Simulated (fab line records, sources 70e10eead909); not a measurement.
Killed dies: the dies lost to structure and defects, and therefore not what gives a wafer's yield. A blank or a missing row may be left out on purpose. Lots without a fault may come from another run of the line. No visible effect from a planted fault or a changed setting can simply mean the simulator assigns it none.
A lot that was struck, set against a sound lot :: flow nand harc :: 14 steps out of a route of 1302
Sound: wafers L477.3, L477.4, L477.6. Struck: wafers L486.2, L486.4, L486.6. Last of all comes the cause.
Order at every step that has rows: each side's tool, ch and its chambers, its first start. Under that, the readings that differ: sound wafers :: struck wafers :: difference of the means :: sigmas: that difference in standard deviations of wafers without a fault.
alike: same words and numbers on both sides, and readings whose means sit less than 2 such deviations apart. not compared: any withheld reading, any reading some wafer has no value for, any bound like >300 that may hide the same value, and any number with overlapping values for which the record gives no deviation.
A row with sigmas, a row that says differs or no value, or rows on one side alone: a step with any of these is where the two part. Numbers that don't overlap but have no deviation are shown without sigmas and don't part them. A reading missing from all wafers of one side parts the sides only when that side holds two or more wafers.

NHARC_P_M2_PVD_20: deposits TaN, target thk 5 nm, time 8.06 s.
  sound on pvd sputter-03; struck on pvd sputter-01
  alike: chamber pressure pa, throttle valve pct
NHARC_P_M2_PVD_21: deposits Cu, target thk 30 nm, time 20.49 s.
  sound on pvd sputter-03; struck on pvd sputter-01
  alike: chamber pressure pa, throttle valve pct
then, 1 step without rows for these wafers: NHARC_P_M2_ECD_22 (material Cu, target thk 400 nm).
NHARC_P_M2_ANNEAL_31: time 90 s.
  sound on rtp anneal-01 ch 0, day 6 18:55; struck on rtp anneal-01 ch 0, day 10 21:01
  alike: wafer_temp_C_max
NHARC_P_M2_CMP_23: polishes, t overpolish 20 s, target thk 144.3 nm.
  sound on cmp-01 ch 0,1, day 6 19:11; struck on cmp-02 ch 0,1,2, day 10 21:22
reading: time to endpoint s (s)
sound: 35 29 29
struck: 24 22 24
difference: -8
sigmas: -2
  alike: edge zone pressure frac, motor current A
NHARC_P_M2_THK_MEAS_24: measures by xrf.
  struck on film metro-02, day 10 21:37; sound on film metro-01, day 6 19:28
  alike: thk nm
then, 1 step without rows for these wafers: NHARC_P_M2_SRD_25.
NHARC_P_M2_INSPECT_27:
  struck on defect inspect-01, day 10 21:47; sound on defect inspect-01, day 6 19:38
  alike: raw defect count
then, 1 step without rows for these wafers: NHARC_P_M2_PRE_CLEAN_32 (time 12 s).
NHARC_P_M2_DEP_33: deposits SiCN, target thk 30 nm.
  sound on pecvd-02 ch 0,1,2, day 6 19:47; struck on pecvd-04 ch 0,1,2, day 10 22:34
  alike: heater power w
then, 1 step without rows for these wafers: NHARC_P_BONDPAD_DEP_00 (deposits SiCN, target thk 250 nm).
NHARC_P_BONDPAD_CMP_32: polishes SiCN, target thk 200 nm.
  sound on cmp-01 ch 0,1,2, day 6 20:40; struck on cmp-01 ch 1,2,3, day 10 23:29
  no value came back on the struck wafers for edge zone pressure frac, motor current A (A); on the sound wafers edge zone pressure frac reads 0.995 0.993 1.001
NHARC_P_BONDPAD_THK_MEAS_33: measures by ellipsometry.
  struck on film metro-02, day 10 23:43; sound on film metro-01, day 6 20:52
reading: thk nm (nm)
sound: 200.6 201.8 201.2
struck: 249.9 253.9 252.1
difference: +50.8
sigmas: +30
then, 1 step without rows for these wafers: NHARC_P_BONDPAD_SRD_34.

## WHERE THEY PART
First at NHARC_P_M2_CMP_23; last, within this record, at NHARC_P_BONDPAD_THK_MEAS_33.

WHY: what the simulator had put in
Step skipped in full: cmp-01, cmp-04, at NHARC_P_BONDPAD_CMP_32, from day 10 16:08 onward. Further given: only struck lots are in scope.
